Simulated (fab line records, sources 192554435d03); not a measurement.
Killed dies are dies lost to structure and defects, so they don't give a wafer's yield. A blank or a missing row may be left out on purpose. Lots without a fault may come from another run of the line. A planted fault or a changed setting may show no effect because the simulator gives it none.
A struck lot beside a sound one | flow n5_finfet | 32 steps out of a route of 1938
Sound: wafers L274.1, L274.5, L274.6. Struck: wafer L264.3. (L264.4 of the same lot was not struck and is left out.) The cause comes at the end.
At each step with rows: each side's tool, then ch and its chambers, then its first start. Under that, the readings that differ: sound wafers | struck wafers | difference of the means | sigmas: that difference in standard deviations of wafers without a fault.
alike: readings whose means differ by less than 2 such deviations, and words and numbers that are the same on both sides. not compared: withheld readings, readings that some wafer has no value for, bounds like >300 that may hide the same value, and numbers for which the record gives no deviation and whose values overlap.
The two part at a step that has a row with sigmas, a row that says differs or no value, or rows on one side only. Numbers that don't overlap but have no deviation are shown without sigmas and don't part them. A reading that every wafer of one side lacks parts them only if that side has two wafers or more.

first, 9 steps without rows for these wafers: N5_BEOL_M7_DESCUM_33 (chemistry O2, time 7 s); N5_BEOL_M7_ETCH_72 (etches underlayer in N2/H2, target depth 6.5 nm, time 5.2 s); N5_BEOL_M7_ETCH_65 (etches SiARC in CF4, target depth 15.6 nm, time 26 s); N5_BEOL_M7_ETCH_66 (etches SOC in N2/H2, target depth 80 nm, overetch 16 nm, time 120 s); N5_BEOL_M7_STRIP_69 (strips in N2/H2); N5_BEOL_M7_STRIP_73 (strips in N2/H2); N5_BEOL_M7_VIA_ETCH_34 (etches SiCOH lowk in C4F6/O2, target depth 125.5 nm, time 50.5 s); N5_BEOL_M7_STRIP_76 (strips in C4F6/O2); N5_BEOL_M7_STRIP_36 (strips in N2/H2).
N5_BEOL_M7_TRENCH_ETCH_37: etches SiCOH lowk in C4F6/O2, target depth 93.478 nm, time 31.2 s.
  sound on rie_diel-01 ch 2,3, day 14 17:53; struck on rie_diel-03 ch 3, day 12 14:32
  reading                             | sound             | struck | difference | sigmas
  rf_vpp_V (V)                        | 655 656 675       | 678    | +16        | +2
  run_length_s (s)                    | 55.1 54.9 55.3    | 57.0   | +1.9       | +4
  throttle_valve_pct (%)              | 21.06 21.05 21.06 | 20.46  | -0.60      | -3
  model.BEOL_M7.feature_depth_nm (nm) | 91.8 92.4 92.4    | 101.8  | +9.6       |
  model.etch.depth_nm (nm)            | 91.84 92.34 92.42 | 101.7  | +9.5       |
  alike: O2_flow_sccm, drypump_motor_current_A, oes_product_au, showerhead_plenum_p_Torr
  not compared: rf_hours_counter_h
then, 2 steps without rows for these wafers: N5_BEOL_M7_ETCH_41 (etches SiCN in CH3F/O2, target depth 31.9 nm, time 57.8 s); N5_BEOL_M7_STRIP_80 (strips in N2/H2, time 10 s).
N5_BEOL_M7_OCD_MEAS_38:
  sound on ocd-01, day 14 18:03; struck on ocd-02, day 12 14:41
  reading              | sound          | struck | difference | sigmas
  trench_depth_nm (nm) | 91.7 92.2 92.8 | 101.2  | +9.0       | +7
then, 13 steps without rows for these wafers: N5_BEOL_M7_HM_STRIP_39 (strips TiN in peroxide tin strip, target depth 25 nm, time 158 s); N5_BEOL_M7_SRD_40 (time 30 s); N5_BEOL_M7_PRECLEAN_42 (cleans in residue remover, time 60 s); N5_BEOL_M7_SRD_43 (time 30 s); N5_BEOL_M7_CURE_75 (cures SiCOH lowk, time 120 s); N5_BEOL_M7_DEGAS_44 (time 60 s); N5_BEOL_M7_PRE_CLEAN_45 (time 30 s); N5_BEOL_M7_ALD_77 (deposits TaN, target thk 2 nm, pulse time 2 s, purge time 3 s); N5_BEOL_M7_SURFACE_TREAT_79; N5_BEOL_M7_CVD_78 (deposits Co from CCTBA/H2, target thk 2 nm, time 142.3 s); N5_BEOL_M7_SPUTTER_48 (material Cu, target thk 10 nm, time 1.667 s); N5_BEOL_M7_ECD_50 (material Cu, target thk 300 nm); N5_BEOL_M7_ANNEAL_51 (time 90 s).
N5_BEOL_M7_CMP_52: polishes, stops on SiCOH lowk, t overpolish 6.9 s, target thk 80 nm.
  sound on cmp-02 ch 0,1, day 14 19:53; struck on cmp-03 ch 3, day 12 16:50
  reading                                | sound             | struck | difference | sigmas
  overpolish_run_s (s)                   | 6.900 6.882 6.901 | 6.919  | +0.025     | +3
  model.Cu_of_BEOL_M7_ECD_50.thk_nm (nm) | 77.8 76.6 79.4    | 86     | +8         |
  alike: barrier_field_endpoint_s, motor_current_A, time_to_endpoint_s
N5_BEOL_M7_THK_MEAS_53: measures by xrf.
  sound on film_metro-01, day 14 20:11; struck on film_metro-02, day 12 17:08
  reading     | sound          | struck | difference | sigmas
  M7_THK (nm) | 76.7 75.6 78.3 | 84.8   | +7.9       | +4
then, 2 steps without rows for these wafers: N5_BEOL_M7_PRE_CLEAN_55 (time 15 s); N5_BEOL_M7_DEP_56 (deposits SiCN from 3MS/NH3, target thk 10 nm, time 17.5 s).
N5_BEOL_M7_RS_MEAS_57: measures by four-point-probe.
  sound on film_metro-01, day 14 20:19; struck on film_metro-01, day 12 17:17
  reading        | sound             | struck | difference | sigmas
  M7_RS (ohm/sq) | 0.296 0.301 0.288 | 0.263  | -0.032     | -4
-- the record jumps here: 3 days lie between the struck wafers' starts before and after (it left off in module BEOL_M7 and takes up again in module PASSIVATION, whose first step shown is number 1936 of the route) --
N5_PASSIVATION_PROBE_49:
  sound on prober-01, day 17 20:59; struck on prober-02, day 15 11:41
  alike: defect_limited_yield, killed_at_M0_to_M3, killed_at_M4_up, killed_at_contacts, killed_at_front_end, killed_at_other, killed_dies, killed_on_rim, killed_open, killed_short, sort_bin_5_function, sort_bin_6_memory, sort_n_pass, sort_yield_pct

WHERE THEY PART
First at N5_BEOL_M7_TRENCH_ETCH_37; last, within this record, at N5_BEOL_M7_RS_MEAS_57. Later steps at which nothing parts them and some readings are alike: N5_PASSIVATION_PROBE_49.

WHY: what the simulator had put in
Process parameter drift: rie_diel-03, from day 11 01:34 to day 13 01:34, at N5_BEOL_M7_TRENCH_ETCH_37. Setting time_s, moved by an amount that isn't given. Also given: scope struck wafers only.
